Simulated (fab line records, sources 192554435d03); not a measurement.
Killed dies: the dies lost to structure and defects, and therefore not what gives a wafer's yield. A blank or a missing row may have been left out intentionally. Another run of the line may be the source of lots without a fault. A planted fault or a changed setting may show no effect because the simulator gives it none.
fab line records	flow n5_finfet
record lots=4	wafers=12	last_day=16
route steps=1938 shown DUMMY_GATE@247 SPACER0@258 SD_EPI_N@262 SD_EPI_P@326 BEOL_M4@1111 PASSIVATION@1936
lots that met no fault: from a run of the same line without faults
start_h: hours from the record's opening day to when the first of the lot's shown wafers began	wait_h: hours since the lot's step before	" repeats the value in the row above	L1.1+2: a row that stands for several wafers	- no value present, or no start provided	* or withheld: withheld	< > ~ a bound
route shown NAME@n: names a module that has steps shown in the file, with the first one's number in the route	usual: mean and standard deviation over wafers with no fault	same: alike in all rows	chamber/n: place in a boat	sites: per-site readings	_std_site: standard deviation of those values	_edge_site: the outer-site mean with the inner-site mean subtracted	radius_mm: for every site, how far away it sits from the centre of the wafer	mask NAME#n: copy n	behind: the most recent tool/chamber to have shaped the wafer	hold: cause of the lot's hold/its duration in hours/its outcome	device: names the non-switching transistor (n, p or np)	end of line: tests run on the same wafers once the route is complete	a step with no rows: only its recipe	killed: not the wafer's yield, but the dies lost to structure and defects at the first sort	map: a wafer's dies, x killed, . not, _ none there
set.NAME: the setting the step ran with; set.NAME@STEP: the setting that earlier step ran with	model.NAME: the simulator's own value behind a step, which no gauge read
lots at some steps of the route; a table a step, a row a wafer
services: from which hour (start_h, from the record's first day; less than 0 if before it) a tool's chamber was out of use, for how many hours, and why
## steps
# step N5_DUMMY_GATE_ETCH_23
# recipe chemistry=HBr/Cl2/O2	HBr_flow_sccm=150	Cl2_flow_sccm=80	O2_flow_sccm=12	bias_w=102	target_depth_a=410	time_s=22.3	target=poly-Si	mask_material=SiO2	pressure_mtorr=10	icp_w=800
# step N5_DUMMY_GATE_ETCH_44
# recipe chemistry=HBr/O2	over_etch_frac=0.7	target_depth_a=1275	stop_on=SiO2	ion_energy_ev=60	bias_w=20	target=poly-Si	mask_material=SiO2	pressure_mtorr=20	icp_w=400	HBr_flow_sccm=120	O2_flow_sccm=10
# step N5_DUMMY_GATE_ETCH_42
# recipe chemistry=CHF3/O2	target=SiO2	target_depth_a=35	time_s=31	ion_energy_ev=30	bias_w=12	pressure_mtorr=30	source_w=600	Ar_flow_sccm=200	CHF3_flow_sccm=50	O2_flow_sccm=5
# step N5_DUMMY_GATE_STRIP_48
# recipe chemistry=N2/H2	time_s=20	power_w=100	temp_c=40	pressure_mtorr=100	rf_frequency_hz=6e+07	bias_power_w=3	n2_flow_sccm=300	h2_flow_sccm=300
# step N5_DUMMY_GATE_PRECLEAN_33
# recipe chemistry=dHF	time_s=10	dilution=750:1	temp_c=25
# step N5_DUMMY_GATE_PRECLEAN_25
# recipe chemistry=O3/DIW	time_s=45	temp_c=22	o3_ppm=10
# step N5_DUMMY_GATE_PRECLEAN_51
# recipe chemistry=SC2	time_s=45	temp_c=35	mix=1:1:50
# step N5_DUMMY_GATE_SRD_26
# recipe dry=ipa_marangoni	time_s=30	temp_c=23	rinse_liquid=diw
# step N5_DUMMY_GATE_UV_OZONE_45
# recipe time_s=120	pressure_torr=760	temp_c=25
# step N5_SPACER0_ALD_07
# recipe material=SiNx	target_thk_a=20	temp_c=400	ald_precursor_family=SiH2I2	ald_co_reactant=N2/H2-plasma	pressure_torr=2
# step N5_SPACER0_ALD_00
# recipe material=SiOCN	target_thk_a=35	temp_c=400	ald_precursor_family=alkyl-aminosilane	ald_co_reactant=O2/N2-plasma	pulse_time_s=3	purge_time_s=2	co_reactant_purge_time_s=2	ald_cycles=58	pressure_torr=2
# usual ald_cycles=58/0	heater_power_w=843/79	precursor_pulse_height_rel=1.001/0.021
lot.wafer	tool	chamber	start_h	wait_h	ald_cycles	heater_power_w	precursor_pulse_height_rel	model.SiOCN_of_SPACER0_ALD_00.thk_nm
L973.4	ald_sin-03	2	48.73	0.1	58	799	0.999	3.4
L973.5	"	0	"	"	58	746	1.056	3.6
L973.6	"	1	"	"	58	913	0.985	3.4
L983.2	ald_sin-03	2	109.00	0.1	45	804	0.970	2.8
L983.4	"	1	"	"	45	933	0.985	2.8
L983.5	"	3	"	"	45	772	0.990	2.8
L985.1	ald_sin-03	2	121.70	0.1	58	765	1.007	3.6
L985.3	"	1	"	"	58	954	0.978	3.6
L985.4	"	3	"	"	45	767	1.040	2.8
L990.2	ald_sin-01	3	149.64	0.1	58	778	1.028	3.6
L990.3	"	2	"	"	58	810	1.000	3.6
L990.4	"	0	"	"	58	949	1.027	3.6
# step N5_SPACER0_ALD_08
# recipe material=SiNx	target_thk_a=20	temp_c=400	ald_precursor_family=SiH2I2	ald_co_reactant=N2/H2-plasma	pressure_torr=2
# step N5_SD_EPI_N_COAT_32
# recipe resist=SOC	temp_c=250	time_s=60	spin_rpm=1500	resist_thk_nm=350
# step N5_SD_EPI_N_COAT_33
# recipe resist=SiARC	temp_c=220	time_s=60	spin_rpm=1500	resist_thk_nm=35
# step N5_SD_EPI_N_COAT_03
# recipe resist=CAR-ArF-block	spin_rpm=1500	resist_thk_nm=150
# step N5_SD_EPI_N_EBR_05
# recipe solvent=PGMEA	ebr_width_mm=1.5
# step N5_SD_EPI_N_SOFTBAKE_04
# recipe temp_c=110	time_s=60	resist=CAR-ArF-block
# step N5_SD_EPI_N_EXPOSE_06
# recipe mask_id=SD_N_BLK	na=1.35	source_shape=conventional	sigma_outer=0.8	polarization=unpolarized	target_cd_nm=120	dose_mj=39.75
# step N5_SD_EPI_N_PEB_07
# recipe peb_temp_c=110	peb_time_s=60	resist=CAR-ArF-block
# step N5_SD_EPI_N_DEVELOP_08
# recipe develop_time_s=30	developer=TMAH	resist=CAR-ArF-block	dev_temp_c=23	rinse_liquid=diw	dry=air_spin
# step N5_SD_EPI_N_DESCUM_14
# recipe chemistry=O2	time_s=7.9	source_power_w=50	bias_power_w=20	pressure_mtorr=20	rf_frequency_hz=2.712e+07	temp_c=40	resist=CAR-ArF-block	o2_flow_sccm=225
# step N5_SD_EPI_N_ETCH_34
# recipe chemistry=CF4	target=SiARC	target_depth_a=455	mask_material=CAR-ArF-block	time_s=75.8	ion_energy_ev=80	pressure_mtorr=40	source_w=545	bias_w=36	Ar_flow_sccm=100	cf4_flow_sccm=100	ends=cleared
# step N5_SD_EPI_N_ETCH_35
# recipe chemistry=N2/H2	target=SOC	overetch_a=1080	mask_material=SiARC	temp_c=40	ion_energy_ev=100	source_w=3000	bias_w=133	pressure_mtorr=20	time_s=486	n2_flow_sccm=200	h2_flow_sccm=200
# step N5_SD_EPI_N_STRIP_36
# recipe chemistry=N2/H2	temp_c=40	n2_flow_sccm=200	h2_flow_sccm=200	rf_frequency_hz=6e+07
# step N5_SD_EPI_N_ETCHBACK_44
# recipe chemistry=CH3F/O2	mode=anisotropic_etchback	target=SiNx	target_depth_a=145	stop_on=SiO2	over_etch_frac=0.3	ion_energy_ev=120	pressure_mtorr=30	source_w=395	bias_w=73	Ar_flow_sccm=150	CH3F_flow_sccm=30	O2_flow_sccm=20
# step N5_SD_EPI_N_ETCH_45
# recipe chemistry=CH3F/O2	target=SiOCN	target_depth_a=60	mask_material=SOC	ion_energy_ev=60	bias_w=29	pressure_mtorr=15	source_w=410	Ar_flow_sccm=150	CH3F_flow_sccm=30	O2_flow_sccm=20
# step N5_SD_EPI_N_ETCH_16
# recipe chemistry=CHF3/O2	target=SiO2	target_depth_a=50	mask_material=SOC	pressure_mtorr=30	source_w=650	bias_w=170	Ar_flow_sccm=200	CHF3_flow_sccm=50	O2_flow_sccm=5	ion_energy_ev=200
# step N5_SD_EPI_N_STRIP_47
# recipe chemistry=CHF3/O2	resist=SiARC	rf_frequency_hz=6e+07
# step N5_SD_EPI_N_SD_RECESS_17
# recipe chemistry=HBr/Cl2/O2	target_depth_a=410	mask_material=SOC	time_s=23.7	bt_time_s=3	pressure_mtorr=10	icp_w=800	bias_w=112	HBr_flow_sccm=150	Cl2_flow_sccm=80	O2_flow_sccm=12
# step N5_SD_EPI_N_STRIP_38
# recipe chemistry=N2/H2	power_w=1000	temp_c=250	h2_frac=0.65	overash_fraction=0.3	pressure_mtorr=withheld	n2_flow_sccm=1750	h2_flow_sccm=3250
# step N5_SD_EPI_N_WET_ETCH_43
# recipe chemistry=dHF	dilution=withheld	time_s=14	target=SiO2	target_depth_a=15	temp_c=25
# step N5_SD_EPI_N_STRIP_18
# recipe chemistry=SPM	time_s=750	temp_c=130	h2so4_h2o2_vol_ratio=4
# step N5_SD_EPI_N_SRD_20
# recipe dry=ipa_marangoni	do_ppb=5	time_s=30	temp_c=23	rinse_liquid=diw
# step N5_SD_EPI_N_PRECLEAN_48
# recipe chemistry=NF3:NH3	afs_cycles=2	temp_c=30	time_s=20	sublimation_temp_c=180	sublimation_time_s=60	pressure_torr=3	rf_power_w=30
# step N5_SD_EPI_N_VAPOR_ETCH_50
# recipe chemistry=HCl	target=Si	temp_c=775	time_s=54	pressure_torr=20	mode=isotropic
# step N5_SD_EPI_N_EPI_21
# recipe material=Si:P	dopant=P	temp_c=680	pressure_torr=255	time_s=690
# step N5_SD_EPI_P_PRECLEAN_32
# recipe chemistry=dHF	time_s=10	dilution=500:1	temp_c=25
lot.wafer	tool	chamber	start_h	wait_h	model.SiOCN_of_SPACER0_ALD_00.thk_nm
L973.4+5+6	wet_bench-06	1,6,2	58.94	0.0	3.4
L983.2+4+5	wet_bench-04	4,5,2	122.40	0.0	2.6
L985.1+3	wet_bench-02	4,1	134.04	0.0	3.4
L985.4	"	7	"	"	2.6
L990.2+3+4	wet_bench-04	2,4,1	160.20	0.0	3.4
# step N5_BEOL_M4_RC_MEAS_101
# usual DIBL_N=36.4/1.5	DIBL_P=36.6/1.9	IOFF_N=0.155/0.021	IOFF_N_85C=3.0/0.35	IOFF_N_LIN=0.072/0.0082	IOFF_P=0.211/0.028	IOFF_P_85C=3.6/0.4	IOFF_P_LIN=0.100/0.011	ION_N=671/8.6	ION_P=462/5.8	REXT_N=74.9/1.6	REXT_P=99.7/2.3	SS_N=71.5/0.5	SS_P=73.4/0.58	VT_N=250.1/2.4	VT_P=-250.1/3	VT_P_LVT=-98.9/2.6
lot.wafer	tool	chamber	start_h	wait_h	DIBL_N[mV/V]	DIBL_P[mV/V]	IOFF_N[nA/um]	IOFF_N_85C[nA/um]	IOFF_N_LIN[nA/um]	IOFF_P[nA/um]	IOFF_P_85C[nA/um]	IOFF_P_LIN[nA/um]	ION_N[uA/um]	ION_P[uA/um]	REXT_N[ohm.um]	REXT_P[ohm.um]	SS_N[mV/dec]	SS_P[mV/dec]	VT_N[mV]	VT_P[mV]	VT_P_LVT[mV]
L973.4	prober-02	0	168.33	0.5	34.4	33.7	0.124	2.6	0.062	0.178	3.2	0.090	662	456	75.2	100.9	71.0	73.0	250.8	-250.5	-98.5
L973.5	"	0	"	"	37.6	37.7	0.184	3.6	0.084	0.230	4.0	0.107	690	464	74.9	101.4	72.1	73.9	249.1	-249.0	-96.5
L973.6	"	0	"	"	35.3	34.4	0.138	2.8	0.068	0.184	3.3	0.092	683	464	74.7	100.1	71.2	72.2	251.8	-250.1	-98.9
L983.2	prober-02	0	230.85	0.2	38.3	39.9	0.199	3.8	0.089	0.325	5.2	0.144	692	494	68.1	91.8	72.0	73.4	246.0	-241.9	-89.7
L983.4	"	0	"	"	37.8	39.1	0.205	3.9	0.090	0.328	5.1	0.146	696	482	68.1	91.6	72.5	73.2	246.2	-240.5	-89.3
L983.5	"	0	"	"	37.0	37.8	0.181	3.5	0.082	0.308	4.9	0.140	693	486	67.9	90.8	71.5	72.9	248.6	-242.8	-91.2
L985.1	prober-01	0	236.66	0.0	37.9	36.6	0.174	3.3	0.080	0.260	4.3	0.119	679	470	75.4	100.0	71.2	74.1	248.3	-245.9	-94.1
L985.3	"	0	"	"	35.9	33.9	0.145	2.9	0.069	0.215	3.7	0.104	672	467	74.8	99.7	71.5	73.4	248.4	-244.7	-97.4
L985.4	"	0	"	"	41.2	39.2	0.266	4.8	0.111	0.387	6.0	0.169	712	499	67.3	91.2	71.8	74.2	240.1	-236.0	-87.1
L990.2	prober-01	0	268.82	0.2	39.5	40.0	0.203	3.7	0.089	0.260	4.3	0.117	674	463	74.4	98.3	72.3	74.1	247.5	-249.3	-96.8
L990.3	"	0	"	"	39.6	40.0	0.206	3.8	0.090	0.262	4.3	0.117	677	464	73.9	96.8	72.4	73.9	245.3	-248.5	-96.6
L990.4	"	0	"	"	39.0	38.8	0.194	3.6	0.083	0.248	4.1	0.113	670	463	73.9	97.3	72.1	73.7	247.8	-249.0	-97.7
# step N5_PASSIVATION_PROBE_49
# usual defect_limited_yield=91.5/1.4	killed_at_M0_to_M3=33/10	killed_at_M4_up=13/5	killed_at_contacts=13/5.6	killed_at_front_end=38/12	killed_at_other=3.9/2.7	killed_dies=100/16	killed_open=66/13	killed_short=32/7.2	sort_bin_4_leakage=0/0	sort_bin_5_function=5.0/0.97	sort_bin_6_memory=3.2/0.61	sort_n_pass=1080/16	sort_yield_pct=91.5/1.4
# same gross_dies=1180	killed_at_back_side=0	sort_bin_8_speed[%]=0
lot.wafer	tool	chamber	start_h	wait_h	defect_limited_yield[%]	killed_at_M0_to_M3	killed_at_M4_up	killed_at_contacts	killed_at_front_end	killed_at_other	killed_dies	killed_open	killed_short	sort_bin_4_leakage[%]	sort_bin_5_function[%]	sort_bin_6_memory[%]	sort_n_pass	sort_yield_pct[%]
L973.4	prober-02	-	273.26	0.2	93.8	22	10	10	29	2	73	54	19	0	3.2	2.8	1107	93.8
L973.5	prober-02	-	273.31	0.2	91.9	30	12	19	32	3	96	60	33	0	5.6	2.4	1084	91.9
L973.6	prober-02	-	273.36	0.3	93.0	24	11	17	29	2	83	57	24	0	4.2	2.7	1097	93.0
L983.2	prober-02	-	327.17	0.1	92.9	28	12	9	33	2	84	56	28	0	4.5	2.4	1096	92.9
L983.4	prober-02	-	327.27	0.2	92.5	12	16	18	41	1	88	58	29	0	4.6	2.7	1092	92.5
L983.5	prober-02	-	327.32	0.2	90.1	39	16	16	42	4	117	77	37	0	4.8	4.6	1063	90.1
L985.1	prober-01	-	337.01	0.0	88.8	59	13	19	41	0	132	89	43	0	6.7	4.1	1048	88.8
L985.3	prober-01	-	337.11	0.1	90.6	53	3	10	41	4	111	71	38	0	5.9	3.2	1069	90.6
L985.4	prober-01	-	337.16	0.2	88.5	61	12	16	44	3	136	92	42	0.17	7.5	3.4	1042	88.3
L990.2	prober-01	-	379.35	0.1	92.1	37	13	11	18	14	93	61	30	0	4.7	3.1	1087	92.1
L990.3	prober-01	-	379.40	0.1	90.6	42	21	14	28	6	111	76	28	0	6.1	3.0	1069	90.6
L990.4	prober-01	-	379.45	0.2	91.6	43	17	12	15	12	99	64	31	0	4.2	3.4	1081	91.6
# killed by level:class
L973.4 STI_FIN_REVEAL:geometric_particle:open=14 MOL_CONTACT_COAG:geometric_particle:open=8 BEOL_M2:geometric_particle:open=7 STI_FIN_REVEAL:geometric_particle:short=4 BEOL_M1:geometric_particle:open=4 BEOL_M0_SAQP:geometric_particle:open=3 FIN_SAQP:geometric_particle:open=2 MOL_CONTACT_COAG:geometric_particle:short=2
L973.5 MOL_CONTACT_COAG:geometric_particle:open=16 STI_FIN_REVEAL:geometric_particle:open=12 BEOL_M0_SAQP:geometric_particle:short=7 BEOL_M2:geometric_particle:open=6 BEOL_M5:geometric_particle:open=6 BEOL_M2:geometric_particle:short=5 STARTING-WAFER:geometric_particle:short=4 ILD0:geometric_particle:open=3
L973.6 MOL_CONTACT_COAG:geometric_particle:open=16 STI_FIN_REVEAL:geometric_particle:open=8 FIN_SAQP:geometric_particle:open=6 BEOL_M0_SAQP:geometric_particle:open=6 STI_FIN_REVEAL:geometric_particle:short=4 BEOL_M1:geometric_particle:open=4 BEOL_M4:geometric_particle:short=4 BEOL_M0_SAQP:geometric_particle:short=3
L983.2 FIN_SAQP:geometric_particle:open=7 BEOL_M0_SAQP:geometric_particle:open=7 STI_FIN_REVEAL:geometric_particle:open=6 MOL_CONTACT_COAG:geometric_particle:open=6 BEOL_M3:geometric_particle:open=5 BEOL_M4:geometric_particle:open=5 BEOL_M1:geometric_particle:open=4 BEOL_M5:geometric_particle:open=4
L983.4 MOL_CONTACT_COAG:geometric_particle:open=14 STI_FIN_REVEAL:geometric_particle:open=9 BEOL_M5:geometric_particle:open=7 FIN_SAQP:geometric_particle:short=6 BEOL_M1:geometric_particle:open=5 STARTING-WAFER:geometric_particle:open=5 FIN_SAQP:geometric_particle:open=4 GATE_CUT:geometric_particle:short=4
L983.5 MOL_CONTACT_COAG:geometric_particle:open=12 BEOL_M1:geometric_particle:open=11 STI_FIN_REVEAL:geometric_particle:open=8 FIN_SAQP:geometric_particle:short=7 BEOL_M0_SAQP:geometric_particle:short=7 BEOL_M3:geometric_particle:open=7 BEOL_M0_SAQP:geometric_particle:open=6 GATE_CUT:geometric_particle:open=5
L985.1 MOL_CONTACT_COAG:geometric_particle:open=17 BEOL_M0_SAQP:geometric_particle:short=12 FIN_SAQP:geometric_particle:open=10 BEOL_M1:geometric_particle:open=10 BEOL_M2:geometric_particle:open=10 BEOL_M0_SAQP:geometric_particle:open=10 STI_FIN_REVEAL:geometric_particle:open=9 BEOL_M2:geometric_particle:short=5
L985.3 BEOL_M2:geometric_particle:open=11 BEOL_M1:geometric_particle:open=11 BEOL_M0_SAQP:geometric_particle:open=11 STI_FIN_REVEAL:geometric_particle:open=10 DUMMY_GATE:geometric_particle:open=8 MOL_CONTACT_COAG:geometric_particle:open=8 BEOL_M0_SAQP:geometric_particle:short=8 FIN_SAQP:geometric_particle:short=6
L985.4 MOL_CONTACT_COAG:geometric_particle:open=15 BEOL_M0_SAQP:geometric_particle:open=13 BEOL_M0_SAQP:geometric_particle:short=12 FIN_SAQP:geometric_particle:open=11 BEOL_M1:geometric_particle:open=10 BEOL_M2:geometric_particle:open=10 FIN_SAQP:geometric_particle:short=8 STI_FIN_REVEAL:geometric_particle:open=7
L990.2 BEOL_M1:geometric_particle:open=10 MOL_CONTACT_COAG:geometric_particle:open=8 BEOL_M0_SAQP:geometric_particle:open=8 FIN_SAQP:geometric_particle:open=7 BEOL_M3:geometric_particle:open=5 MIM_TOP_ETCH:geometric_particle:short=5 MIM_TOP_ETCH:geometric_particle:open=5 BEOL_M0:geometric_particle:open=4
L990.3 BEOL_M1:geometric_particle:open=15 MOL_CONTACT_COAG:geometric_particle:open=12 FIN_SAQP:geometric_particle:open=6 BEOL_M0_SAQP:geometric_particle:open=6 BEOL_M0_SAQP:geometric_particle:short=6 BEOL_M12:coat_microbubble_printed=5 STARTING-WAFER:geometric_particle:open=4 DUMMY_GATE:geometric_particle:open=4
L990.4 MOL_CONTACT_COAG:geometric_particle:open=11 BEOL_M0_SAQP:geometric_particle:short=11 BEOL_M1:geometric_particle:open=9 BEOL_M3:geometric_particle:open=8 BEOL_M0_SAQP:geometric_particle:open=7 BEOL_M4:geometric_particle:open=5 BEOL_M8:geometric_particle:open=4 MIM_TOP_ETCH:geometric_particle:open=4
## services
tool	chamber	start_h	hours	kind
ald_sin-03	1	34.40	11.9	repair
ald_sin-01	-	46.61	14.6	pm
ald_sin-03	2	56.11	4.3	repair
ald_sin-01	-	76.81	6.0	pm
ald_sin-01	-	86.21	14.0	pm
ald_sin-01	0	86.21	14.0	vent_cycle
ald_sin-01	1	86.21	14.0	vent_cycle
ald_sin-01	2	86.21	14.0	vent_cycle
ald_sin-01	3	86.21	14.0	vent_cycle
ald_sin-01	0	100.21	-	clean
ald_sin-01	1	100.21	-	clean
ald_sin-01	2	100.21	-	clean
ald_sin-01	3	100.21	-	clean
ald_sin-03	2	148.19	5.8	repair
## key
first_sign step=N5_SPACER0_ALD_00	reading=ald_cycles	direction=down	sigmas=99+	usual=*	struck=*
effect step=N5_BEOL_M4_RC_MEAS_101	reading=ION_P	direction=up	sigmas=4.9	usual=462	struck=490
effect step=N5_BEOL_M4_RC_MEAS_101	reading=IOFF_P_LIN	direction=up	sigmas=4.5	usual=0.100	struck=0.150
effect step=N5_BEOL_M4_RC_MEAS_101	reading=IOFF_P	direction=up	sigmas=4.5	usual=0.211	struck=0.337
effect step=N5_BEOL_M4_RC_MEAS_101	reading=REXT_N	direction=down	sigmas=4.4	usual=74.9	struck=67.9
effect step=N5_BEOL_M4_RC_MEAS_101	reading=IOFF_P_85C	direction=up	sigmas=4.1	usual=3.6	struck=5.3
effect step=N5_BEOL_M4_RC_MEAS_101	reading=VT_P_LVT	direction=up	sigmas=3.6	usual=-98.9	struck=-89.3
effect step=N5_BEOL_M4_RC_MEAS_101	reading=REXT_P	direction=down	sigmas=3.6	usual=99.7	struck=91.4
effect step=N5_BEOL_M4_RC_MEAS_101	reading=VT_P	direction=up	sigmas=3.3	usual=-250.1	struck=-240.3
effect step=N5_BEOL_M4_RC_MEAS_101	reading=ION_N	direction=up	sigmas=3.1	usual=671	struck=698
effect step=N5_BEOL_M4_RC_MEAS_101	reading=IOFF_N_85C	direction=up	sigmas=2.8	usual=3.0	struck=4.0
effect step=N5_BEOL_M4_RC_MEAS_101	reading=IOFF_N	direction=up	sigmas=2.7	usual=0.155	struck=0.213
effect step=N5_BEOL_M4_RC_MEAS_101	reading=IOFF_N_LIN	direction=up	sigmas=2.6	usual=0.072	struck=0.093
model_effect step=N5_SPACER0_ALD_00	value=SiOCN_of_SPACER0_ALD_00.thk_nm	without=3.5	struck=2.8
model_effect step=N5_SD_EPI_P_PRECLEAN_32	value=SiOCN_of_SPACER0_ALD_00.thk_nm	without=3.4	struck=2.6
met_at N5_SPACER0_ALD_00
struck_wafers L983.2,L983.4,L983.5,L985.4
onset_between 48.73 109.00
fault kind=process_parameter_drift	tool=ald_sin-03	chamber=-	onset_h=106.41	steps=N5_SPACER0_ALD_00	channel=ald_cycles	offset=*	shape=step	end_h=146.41	scope=struck_wafers_only	acts_in=*	stated=*
